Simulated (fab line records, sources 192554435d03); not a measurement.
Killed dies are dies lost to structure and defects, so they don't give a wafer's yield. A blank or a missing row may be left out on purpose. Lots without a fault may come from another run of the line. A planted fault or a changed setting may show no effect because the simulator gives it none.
Which tool did it? | flow n5_finfet | 22 lots, 66 wafers sampled, at 6 steps of a route of 1938

WHAT THE GAUGES READ, wafer by wafer
N5_GATE_CUT_THK_MEAS_24.
lot  | measured     | on            | GC_FILL_THK (nm)
L074 | day 4 14:26  | film_metro-02 | 220.4 219.6 217.5
L075 | day 5 00:19  | film_metro-01 | 220.6 224.2 224.2
L076 | day 5 02:25  | film_metro-01 | 217.0 221.3 221.2
L077 | day 5 09:35  | film_metro-01 | 220.3 218.4 221.2
L078 | day 5 19:53  | film_metro-02 | 216.3 219.0 220.8
L079 | day 5 22:13  | film_metro-02 | 216.3 218.6 220.8
L080 | day 6 01:25  | film_metro-01 | 218.7 221.8 222.8
L082 | day 6 14:31  | film_metro-02 | 220.8 221.0 220.6
L083 | day 6 18:01  | film_metro-02 | 219.1 217.9 222.0
L084 | day 7 02:08  | film_metro-02 | 218.3 219.5 219.4
L085 | day 7 12:38  | film_metro-02 | 219.7 221.8 222.7
L086 | day 7 14:50  | film_metro-01 | 220.4 219.4 221.3
L087 | day 7 19:35  | film_metro-01 | 219.0 222.9 220.8
L088 | day 8 05:37  | film_metro-01 | 216.4 220.3 220.9
L089 | day 8 06:47  | film_metro-01 | 220.8 219.2 220.6
L090 | day 8 13:06  | film_metro-01 | 218.8 220.6 221.8
L091 | day 8 20:46  | film_metro-01 | 223.5 223.5 222.2
L092 | day 9 03:17  | film_metro-01 | 220.0 220.3 222.1
L094 | day 9 20:22  | film_metro-01 | 219.1 219.6 220.1
L095 | day 10 01:46 | film_metro-02 | 217.1 218.2 217.8
L096 | day 10 07:22 | film_metro-01 | 217.1 220.5 219.6
L097 | day 10 09:20 | film_metro-01 | 220.2 221.7 220.4

WHICH TOOL RAN EACH LOT (tool, then ch and the chambers of the sampled wafers, then the start)
lot  | N5_GATE_CUT_SAC_CAP_01           | N5_GATE_CUT_ETCH_28               | N5_GATE_CUT_ETCH_36               | N5_GATE_CUT_STRIP_42              | N5_GATE_CUT_CUT_ETCH_54
L074 | ald_sin-02 ch 1,2, day 4 08:31   | rie_diel-05 ch 0,3, day 4 11:50   | rie_diel-05 ch 0,3, day 4 11:51   | rie_diel-05 ch 0,3, day 4 12:02   | rie_metal-01 ch 0,1, day 4 12:15
L075 | ald_sin-02 ch 0,1,2, day 4 17:05 | rie_diel-01 ch 0,1, day 4 20:20   | rie_diel-01 ch 0,1, day 4 20:22   | rie_diel-01 ch 0,1, day 4 20:33   | rie_metal-02 ch 0, day 4 20:52
L076 | ald_sin-04 ch 2,3, day 4 19:54   | rie_diel-01 ch 0,3, day 4 23:38   | rie_diel-01 ch 0,3, day 4 23:39   | rie_diel-01 ch 0,3, day 4 23:50   | rie_metal-01 ch 0,1, day 5 00:04
L077 | ald_sin-01 ch 2,3, day 5 03:52   | rie_diel-03 ch 0,2, day 5 07:01   | rie_diel-03 ch 0,2, day 5 07:02   | rie_diel-03 ch 0,2, day 5 07:13   | rie_metal-02 ch 0,1, day 5 07:25
L078 | ald_sin-01 ch 0,2,3, day 5 13:35 | rie_diel-03 ch 0,2,3, day 5 17:18 | rie_diel-03 ch 0,2,3, day 5 17:19 | rie_diel-03 ch 0,2,3, day 5 17:31 | rie_metal-02 ch 1, day 5 17:43
L079 | ald_sin-01 ch 0,1,3, day 5 16:21 | rie_diel-03 ch 2,3, day 5 19:38   | rie_diel-03 ch 2,3, day 5 19:39   | rie_diel-03 ch 2,3, day 5 19:50   | rie_metal-01 ch 0,1, day 5 20:03
L080 | ald_sin-04 ch 1,3, day 5 19:43   | rie_diel-05 ch 0,2, day 5 22:49   | rie_diel-05 ch 0,2, day 5 22:50   | rie_diel-05 ch 0,2, day 5 23:02   | rie_metal-01 ch 0,1, day 5 23:14
L082 | ald_sin-02 ch 1,3, day 6 08:49   | rie_diel-03 ch 0,1,2, day 6 11:55 | rie_diel-03 ch 0,1,2, day 6 11:56 | rie_diel-03 ch 0,1,2, day 6 12:07 | rie_metal-01 ch 0,1, day 6 12:20
L083 | ald_sin-04 ch 0,1,3, day 6 12:02 | rie_diel-01 ch 0,2, day 6 15:25   | rie_diel-01 ch 0,2, day 6 15:26   | rie_diel-01 ch 0,2, day 6 15:38   | rie_metal-01 ch 0,1, day 6 15:50
L084 | ald_sin-01 ch 0,1,3, day 6 20:26 | rie_diel-05 ch 0,1,3, day 6 23:32 | rie_diel-05 ch 0,1,3, day 6 23:34 | rie_diel-05 ch 0,1,3, day 6 23:45 | rie_metal-01 ch 0,1, day 6 23:59
L085 | ald_sin-04 ch 0,2,3, day 7 06:48 | rie_diel-01 ch 1,3, day 7 09:53   | rie_diel-01 ch 1,3, day 7 09:55   | rie_diel-01 ch 1,3, day 7 10:06   | rie_metal-02 ch 1, day 7 10:19
L086 | ald_sin-02 ch 0,1,2, day 7 09:08 | rie_diel-03 ch 0,1,2, day 7 12:14 | rie_diel-03 ch 0,1,2, day 7 12:15 | rie_diel-03 ch 0,1,2, day 7 12:26 | rie_metal-03 ch 0,1, day 7 12:39
L087 | ald_sin-04 ch 2,3, day 7 13:52   | rie_diel-01 ch 0,1,2, day 7 16:58 | rie_diel-01 ch 0,1,2, day 7 16:59 | rie_diel-01 ch 0,1,2, day 7 17:10 | rie_metal-03 ch 0,1, day 7 17:23
L088 | ald_sin-04 ch 1,2,3, day 7 23:56 | rie_diel-05 ch 1,2, day 8 03:02   | rie_diel-05 ch 1,2, day 8 03:03   | rie_diel-05 ch 1,2, day 8 03:14   | rie_metal-02 ch 0,1, day 8 03:27
L089 | ald_sin-02 ch 0,1,3, day 8 00:43 | rie_diel-03 ch 0,2, day 8 03:49   | rie_diel-03 ch 0,2, day 8 03:50   | rie_diel-03 ch 0,2, day 8 04:01   | rie_metal-01 ch 1, day 8 04:14
L090 | ald_sin-01 ch 0,1,3, day 8 07:17 | rie_diel-05 ch 0,1, day 8 10:31   | rie_diel-05 ch 0,1, day 8 10:32   | rie_diel-05 ch 0,1, day 8 10:43   | rie_metal-03 ch 0,1, day 8 10:56
L091 | ald_sin-01 ch 0,1, day 8 13:17   | rie_diel-05 ch 0,2,3, day 8 16:52 | rie_diel-05 ch 0,2,3, day 8 16:53 | rie_diel-05 ch 0,2,3, day 8 17:05 | rie_metal-02 ch 0,1, day 8 17:17
L092 | ald_sin-04 ch 0,2,3, day 8 21:14 | rie_diel-03 ch 2,3, day 9 00:26   | rie_diel-03 ch 2,3, day 9 00:27   | rie_diel-03 ch 2,3, day 9 00:38   | rie_metal-01 ch 0, day 9 00:55
L094 | ald_sin-02 ch 0,1,3, day 9 14:32 | rie_diel-03 ch 0,2,3, day 9 17:47 | rie_diel-03 ch 0,2,3, day 9 17:48 | rie_diel-03 ch 0,2,3, day 9 17:59 | rie_metal-01 ch 0,1, day 9 18:12
L095 | ald_sin-01 ch 0,1,2, day 9 20:03 | rie_diel-03 ch 0,2,3, day 9 23:08 | rie_diel-03 ch 0,2,3, day 9 23:10 | rie_diel-03 ch 0,2,3, day 9 23:21 | rie_metal-03 ch 0,1, day 9 23:34
L096 | ald_sin-04 ch 1,3, day 10 01:32  | rie_diel-05 ch 0,3, day 10 04:46  | rie_diel-05 ch 0,3, day 10 04:47  | rie_diel-05 ch 0,3, day 10 04:59  | rie_metal-02 ch 0, day 10 05:11
L097 | ald_sin-02 ch 1,2, day 10 03:17  | rie_diel-01 ch 1,3, day 10 06:44  | rie_diel-01 ch 1,3, day 10 06:46  | rie_diel-01 ch 1,3, day 10 06:57  | rie_metal-01 ch 0,1, day 10 07:10
- N5_GATE_CUT_SAC_CAP_01: material SiNx, target thk 24 nm, pulse time 1 s, ald cycles 480.
- N5_GATE_CUT_ETCH_28: etches underlayer in N2/H2, target depth 13 nm, time 10.4 s.
- N5_GATE_CUT_ETCH_36: etches SiARC in CF4, target depth 13 nm, time 21.7 s.
- N5_GATE_CUT_STRIP_42: strips in O2.
- N5_GATE_CUT_CUT_ETCH_54: etches TiN in Cl2/BCl3, target depth 96.7 nm.

WHAT THE TOOLS THEMSELVES READ (means of the sampled wafers that have a number; where no wafer has one, the mark that the record gives instead)
N5_GATE_CUT_SAC_CAP_01.
lot  | tool       | heater_power_outer_w (W) | heater_power_w (W) | precursor_pulse_height_rel
L074 | ald_sin-02 | 490                      | 803                | 1.007
L075 | ald_sin-02 | 509                      | 860                | 1.014
L076 | ald_sin-04 | 462                      | 724                | 0.982
L077 | ald_sin-01 | 457                      | 770                | 1.003
L078 | ald_sin-01 | 453                      | 751                | 1.005
L079 | ald_sin-01 | 450                      | 771                | 0.997
L080 | ald_sin-04 | 442                      | 703                | 0.978
L082 | ald_sin-02 | 494                      | 810                | 0.992
L083 | ald_sin-04 | 504                      | 790                | 0.982
L084 | ald_sin-01 | 457                      | 771                | 1.007
L085 | ald_sin-04 | 498                      | 779                | 0.999
L086 | ald_sin-02 | 500                      | 862                | 0.993
L087 | ald_sin-04 | 435                      | 703                | 0.986
L088 | ald_sin-04 | 464                      | 754                | 1.014
L089 | ald_sin-02 | 506                      | 830                | 1.014
L090 | ald_sin-01 | 457                      | 778                | 1.006
L091 | ald_sin-01 | 452                      | 763                | 1.011
L092 | ald_sin-04 | 491                      | 785                | 1.015
L094 | ald_sin-02 | 462                      | 767                | 0.985
L095 | ald_sin-01 | 508                      | 813                | 1.008
L096 | ald_sin-04 | 448                      | 712                | 0.993
L097 | ald_sin-02 | 501                      | 822                | 1.019

N5_GATE_CUT_ETCH_28.
lot  | tool        | drypump_motor_current_A (A) | etch_rf_on_time_s (s) | oes_product_au (a.u.) | rf_vpp_V (V) | showerhead_plenum_p_Torr (Torr) | throttle_valve_pct (%)
L074 | rie_diel-05 | 6.1                         | 10.11                 | 0.74                  | 523          | 2.47                            | 17.72
L075 | rie_diel-01 | 5.9                         | 10.09                 | 0.78                  | 528          | 2.68                            | 17.67
L076 | rie_diel-01 | 5.3                         | 10.46                 | 0.60                  | 527          | 2.62                            | 17.89
L077 | rie_diel-03 | 5.3                         | 10.47                 | 0.63                  | 527          | 2.63                            | 17.78
L078 | rie_diel-03 | 5.2                         | 10.42                 | 0.65                  | 524          | 2.55                            | 17.72
L079 | rie_diel-03 | 5.2                         | 10.41                 | 0.67                  | 522          | 2.46                            | 17.65
L080 | rie_diel-05 | 5.2                         | 10.32                 | 0.73                  | 521          | 2.47                            | 17.65
L082 | rie_diel-03 | 5.3                         | 10.29                 | 0.63                  | 527          | 2.63                            | 17.74
L083 | rie_diel-01 | 6.3                         | 10.23                 | 0.63                  | 526          | 2.64                            | 18.20
L084 | rie_diel-05 | 5.8                         | 10.32                 | 0.67                  | 523          | 2.48                            | 17.92
L085 | rie_diel-01 | 5.2                         | 10.34                 | 0.65                  | 527          | 2.64                            | 17.75
L086 | rie_diel-03 | 5.3                         | 10.44                 | 0.63                  | 527          | 2.63                            | 17.76
L087 | rie_diel-01 | 6.1                         | 10.31                 | 0.67                  | 527          | 2.65                            | 17.98
L088 | rie_diel-05 | 6.1                         | 10.59                 | 0.59                  | 522          | 2.48                            | 18.22
L089 | rie_diel-03 | 5.2                         | 10.50                 | 0.63                  | 527          | 2.64                            | 17.76
L090 | rie_diel-05 | 5.1                         | 10.13                 | 0.70                  | 523          | 2.49                            | 17.84
L091 | rie_diel-05 | 5.9                         | 10.37                 | 0.67                  | 521          | 2.45                            | 17.78
L092 | rie_diel-03 | 5.2                         | 10.45                 | 0.64                  | 524          | 2.55                            | 17.70
L094 | rie_diel-03 | 5.3                         | 10.40                 | 0.63                  | 523          | 2.53                            | 17.78
L095 | rie_diel-03 | 5.3                         | 10.41                 | 0.63                  | 523          | 2.53                            | 17.77
L096 | rie_diel-05 | 6.1                         | 10.24                 | 0.68                  | 521          | 2.45                            | 17.79
L097 | rie_diel-01 | 5.5                         | 10.04                 | 0.78                  | 527          | 2.66                            | 17.54

N5_GATE_CUT_ETCH_36.
lot  | tool        | drypump_motor_current_A (A) | etch_rf_on_time_s (s) | oes_product_au (a.u.) | rf_vpp_V (V) | showerhead_plenum_p_Torr (Torr) | throttle_valve_pct (%)
L074 | rie_diel-05 | 6.1                         | 21.2                  | 0.73                  | 183.6        | 2.08                            | 15.50
L075 | rie_diel-01 | 5.9                         | 21.2                  | 0.78                  | 184.8        | 2.25                            | 15.45
L076 | rie_diel-01 | 5.3                         | 21.5                  | 0.60                  | 184.8        | 2.21                            | 15.69
L077 | rie_diel-03 | 5.3                         | 21.5                  | 0.64                  | 185.2        | 2.22                            | 15.53
L078 | rie_diel-03 | 5.2                         | 21.4                  | 0.65                  | 184.6        | 2.15                            | 15.48
L079 | rie_diel-03 | 5.2                         | 21.6                  | 0.67                  | 183.6        | 2.07                            | 15.45
L080 | rie_diel-05 | 5.2                         | 21.3                  | 0.73                  | 183.4        | 2.08                            | 15.46
L082 | rie_diel-03 | 5.3                         | 21.4                  | 0.64                  | 184.6        | 2.22                            | 15.52
L083 | rie_diel-01 | 6.3                         | 21.4                  | 0.63                  | 185.2        | 2.21                            | 15.87
L084 | rie_diel-05 | 5.8                         | 21.2                  | 0.68                  | 183.5        | 2.09                            | 15.62
L085 | rie_diel-01 | 5.2                         | 21.7                  | 0.65                  | 185.4        | 2.22                            | 15.56
L086 | rie_diel-03 | 5.4                         | 21.6                  | 0.62                  | 184.3        | 2.21                            | 15.51
L087 | rie_diel-01 | 6.1                         | 21.2                  | 0.68                  | 185.9        | 2.22                            | 15.69
L088 | rie_diel-05 | 6.1                         | 22.1                  | 0.59                  | 183.6        | 2.08                            | 15.83
L089 | rie_diel-03 | 5.2                         | 21.7                  | 0.63                  | 185.1        | 2.21                            | 15.54
L090 | rie_diel-05 | 5.1                         | 21.5                  | 0.69                  | 183.1        | 2.10                            | 15.56
L091 | rie_diel-05 | 5.9                         | 21.5                  | 0.67                  | 183.2        | 2.07                            | 15.59
L092 | rie_diel-03 | 5.2                         | 21.7                  | 0.64                  | 183.4        | 2.14                            | 15.51
L094 | rie_diel-03 | 5.2                         | 21.9                  | 0.63                  | 184.3        | 2.14                            | 15.54
L095 | rie_diel-03 | 5.3                         | 21.8                  | 0.63                  | 183.8        | 2.13                            | 15.56
L096 | rie_diel-05 | 6.1                         | 21.4                  | 0.68                  | 182.8        | 2.07                            | 15.59
L097 | rie_diel-01 | 5.5                         | 21.3                  | 0.77                  | 186.0        | 2.24                            | 15.33

N5_GATE_CUT_STRIP_42.
lot  | tool        | drypump_motor_current_A (A) | oes_product_au (a.u.) | rf_vpp_V (V) | showerhead_plenum_p_Torr (Torr) | throttle_valve_pct (%)
L074 | rie_diel-05 | 6.1                         | 0.85                  | 3.5          | 2.03                            | 16.51
L075 | rie_diel-01 | 5.9                         | 0.91                  | 3.2          | 2.22                            | 16.54
L076 | rie_diel-01 | 5.3                         | 0.69                  | 3.6          | 2.16                            | 16.71
L077 | rie_diel-03 | 5.3                         | 0.74                  | 3.6          | 2.19                            | 16.62
L078 | rie_diel-03 | 5.2                         | 0.76                  | 3.2          | 2.10                            | 16.57
L079 | rie_diel-03 | 5.2                         | 0.78                  | 3.6          | 2.03                            | 16.48
L080 | rie_diel-05 | 5.2                         | 0.86                  | 4.1          | 2.04                            | 16.51
L082 | rie_diel-03 | 5.3                         | 0.74                  | 3.9          | 2.18                            | 16.60
L083 | rie_diel-01 | 6.2                         | 0.74                  | 3.5          | 2.17                            | 16.91
L084 | rie_diel-05 | 5.8                         | 0.79                  | 4.0          | 2.04                            | 16.67
L085 | rie_diel-01 | 5.2                         | 0.75                  | 3.3          | 2.18                            | 16.58
L086 | rie_diel-03 | 5.3                         | 0.74                  | 3.7          | 2.18                            | 16.61
L087 | rie_diel-01 | 6.0                         | 0.78                  | 3.4          | 2.18                            | 16.76
L088 | rie_diel-05 | 6.1                         | 0.69                  | 3.4          | 2.05                            | 16.95
L089 | rie_diel-03 | 5.3                         | 0.73                  | 3.9          | 2.18                            | 16.64
L090 | rie_diel-05 | 5.1                         | 0.81                  | 4.1          | 2.05                            | 16.59
L091 | rie_diel-05 | 5.9                         | 0.79                  | 3.7          | 2.02                            | 16.65
L092 | rie_diel-03 | 5.1                         | 0.75                  | 3.6          | 2.10                            | 16.58
L094 | rie_diel-03 | 5.2                         | 0.74                  | 4.1          | 2.09                            | 16.60
L095 | rie_diel-03 | 5.3                         | 0.73                  | 3.2          | 2.09                            | 16.62
L096 | rie_diel-05 | 6.1                         | 0.79                  | 3.2          | 2.01                            | 16.59
L097 | rie_diel-01 | 5.5                         | 0.91                  | 3.2          | 2.19                            | 16.39

N5_GATE_CUT_CUT_ETCH_54.
lot  | tool         | drypump_motor_current_A (A) | etch_rf_on_time_s (s) | oes_product_au (a.u.) | throttle_valve_pct (%)
L074 | rie_metal-01 | 5.6                         | 37.3                  | 0.58                  | 22.29
L075 | rie_metal-02 | 6.2                         | 36.4                  | 0.78                  | 22.38
L076 | rie_metal-01 | 6.0                         | 36.6                  | 0.63                  | 22.18
L077 | rie_metal-02 | 6.1                         | 35.7                  | 0.77                  | 22.21
L078 | rie_metal-02 | 6.1                         | 36.0                  | 0.76                  | 22.14
L079 | rie_metal-01 | 5.6                         | 36.9                  | 0.58                  | 22.29
L080 | rie_metal-01 | 6.0                         | 36.7                  | 0.62                  | 22.19
L082 | rie_metal-01 | 5.7                         | 37.0                  | 0.57                  | 22.29
L083 | rie_metal-01 | 5.6                         | 37.1                  | 0.57                  | 22.30
L084 | rie_metal-01 | 5.7                         | 37.2                  | 0.57                  | 22.31
L085 | rie_metal-02 | 6.0                         | 35.8                  | 0.75                  | 22.15
L086 | rie_metal-03 | 5.4                         | 37.4                  | 0.78                  | 22.28
L087 | rie_metal-03 | 5.7                         | 37.0                  | 0.71                  | 22.26
L088 | rie_metal-02 | 6.1                         | 35.8                  | 0.76                  | 22.32
L089 | rie_metal-01 | 5.4                         | 37.1                  | 0.53                  | 22.41
L090 | rie_metal-03 | 5.7                         | 37.5                  | 0.70                  | 22.27
L091 | rie_metal-02 | 6.1                         | 36.1                  | 0.74                  | 22.33
L092 | rie_metal-01 | 6.3                         | 37.0                  | 0.65                  | 22.11
L094 | rie_metal-01 | 5.6                         | 36.3                  | 0.82                  | 22.14
L095 | rie_metal-03 | 5.4                         | 37.1                  | 0.75                  | 22.31
L096 | rie_metal-02 | 6.2                         | 36.3                  | 0.74                  | 22.43
L097 | rie_metal-01 | 5.9                         | 36.5                  | 0.72                  | 22.14

THE ANSWER, worked out from the rows above alone
Rule: what is usual is taken from the lots themselves. Put in order of their means at a reading, lots are off if they are a third of the lots or fewer, leave a main group of 4 or more, and stand apart from it by a gap of 3 or more times the standard deviation of the main group's means; of several such gaps the widest counts. A main group whose means are all the same, to the digits that the tables above print for the reading, isn't used. A lot without any number at a reading at which 4 lots or more have one is off too. The other lots that the step has rows for count as sound. The gauges are gone through in route order, then the tools' own readings, and for those a lot's mean is taken as printed above. The first step at which some lot is off is used, and at that step the reading that is off furthest; a lot without a number counts as furthest.
No lot is off at any reading shown: from this, nothing can be told.

WHAT THE SIMULATOR HAD PUT IN
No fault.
